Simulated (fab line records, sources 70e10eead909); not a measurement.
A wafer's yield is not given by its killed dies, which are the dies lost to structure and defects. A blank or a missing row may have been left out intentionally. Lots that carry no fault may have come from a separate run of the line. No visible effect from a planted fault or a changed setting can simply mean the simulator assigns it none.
Chamber matching / flow nand harc / pecvd-04 running NHARC_A_SLIT_DEP_23: 3 sister chambers
The step deposits SiON, target thk 100 nm. 6 wafers are shown with their chamber, then 7 later ones without.

## WAFERS WITH THEIR CHAMBER
wafer=L079.6; chamber=1; heater power w (W)=787; heater power outer w (W)=424
wafer=L086.1; chamber=2; heater power w (W)=802; heater power outer w (W)=463
wafer=L086.2; chamber=0; heater power w (W)=937; heater power outer w (W)=599
wafer=L086.5; chamber=1; heater power w (W)=777; heater power outer w (W)=445
wafer=L088.2; chamber=2; heater power w (W)=707; heater power outer w (W)=405
wafer=L088.3; chamber=0; heater power w (W)=933; heater power outer w (W)=571

## WAFERS WITHOUT THEIR CHAMBER
wafer=L088.6; heater power w (W)=804; heater power outer w (W)=447
wafer=L092.3; heater power w (W)=721; heater power outer w (W)=419
wafer=L092.4; heater power w (W)=871; heater power outer w (W)=533
wafer=L092.6; heater power w (W)=842; heater power outer w (W)=478
wafer=L097.3; heater power w (W)=907; heater power outer w (W)=535
wafer=L097.4; heater power w (W)=829; heater power outer w (W)=481
wafer=L097.6; heater power w (W)=714; heater power outer w (W)=412

## WHICH CHAMBER EACH WENT THROUGH
wafer=L088.6; from the rows above=can't be placed: 1 or 2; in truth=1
wafer=L092.3; from the rows above=can't be placed: 2 or 1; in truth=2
wafer=L092.4; from the rows above=can't be placed: 0 or 1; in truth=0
wafer=L092.6; from the rows above=can't be placed: 1 or 2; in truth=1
wafer=L097.3; from the rows above=0; in truth=0
wafer=L097.4; from the rows above=can't be placed: 1 or 2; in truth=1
wafer=L097.6; from the rows above=can't be placed: 2 or 1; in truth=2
Placed correctly: 1 of 7. Can't be placed from these rows: 6 (the true chamber is among the candidates in 6). Wrongly placed: 0.
How it was worked out, from the rows above alone: a wafer's distance from a chamber is the root of the sum, over the readings, of the square of ((its reading less the chamber's mean) divided by the reading's scatter). The wafer belongs to the nearest chamber; if the next one is less than 2 further off, it can't be placed. A chamber's mean is the mean of its shown wafers. How the scatter is found: for the shown wafers, subtract from each reading the mean of its chamber, square and add these, divide the total by (wafers less chambers), then take the root.
